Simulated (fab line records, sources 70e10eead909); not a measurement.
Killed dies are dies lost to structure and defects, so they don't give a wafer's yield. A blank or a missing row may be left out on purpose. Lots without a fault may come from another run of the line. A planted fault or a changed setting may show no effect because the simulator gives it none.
Chamber matching | flow nand_harc | NHARC_A_CONTACT_ETCH_48 on rie_diel-07: 4 sister chambers
The step etches the open film in CF4, target depth 39 nm, time 65 s. 4 wafers are shown with their chamber, then 12 later ones without.

WAFERS WITH THEIR CHAMBER
wafer  | chamber | showerhead_plenum_p_Torr (Torr)
L086.1 | 2       | 1.81
L086.4 | 0       | 1.81
L087.4 | 1       | 1.84
L087.5 | 3       | 1.71

WAFERS WITHOUT THEIR CHAMBER
wafer  | showerhead_plenum_p_Torr (Torr)
L090.1 | 1.71
L090.3 | 1.81
L090.6 | 1.81
L092.2 | 1.81
L092.3 | 1.71
L092.6 | 1.81
L091.2 | 1.71
L091.4 | 1.81
L091.6 | 1.71
L095.2 | 1.80
L095.5 | 1.80
L095.6 | 1.71

WHICH CHAMBER EACH WENT THROUGH
wafer  | from the rows above     | in truth
L090.1 | 3                       | 3
L090.3 | can't be placed: 0 or 2 | 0
L090.6 | can't be placed: 0 or 2 | 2
L092.2 | can't be placed: 0 or 2 | 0
L092.3 | 3                       | 3
L092.6 | can't be placed: 0 or 2 | 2
L091.2 | 3                       | 3
L091.4 | can't be placed: 0 or 2 | 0
L091.6 | 3                       | 3
L095.2 | can't be placed: 0 or 2 | 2
L095.5 | can't be placed: 0 or 2 | 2
L095.6 | 3                       | 3
Placed correctly: 5 of 12. Can't be placed from these rows: 7 (the true chamber is among the candidates in 7). Placed wrongly: 0.
How it was worked out, from the rows above alone: a wafer's distance from a chamber is the root of the sum, over the readings, of the square of ((its reading less the chamber's mean) divided by the reading's scatter). The wafer belongs to the nearest chamber; if the next one is less than 2 further off, it can't be placed. A chamber's mean is the mean of its shown wafers. The scatter: with one shown wafer a chamber, the root of the mean of the squares of how far each hidden wafer lies from its nearest shown one.
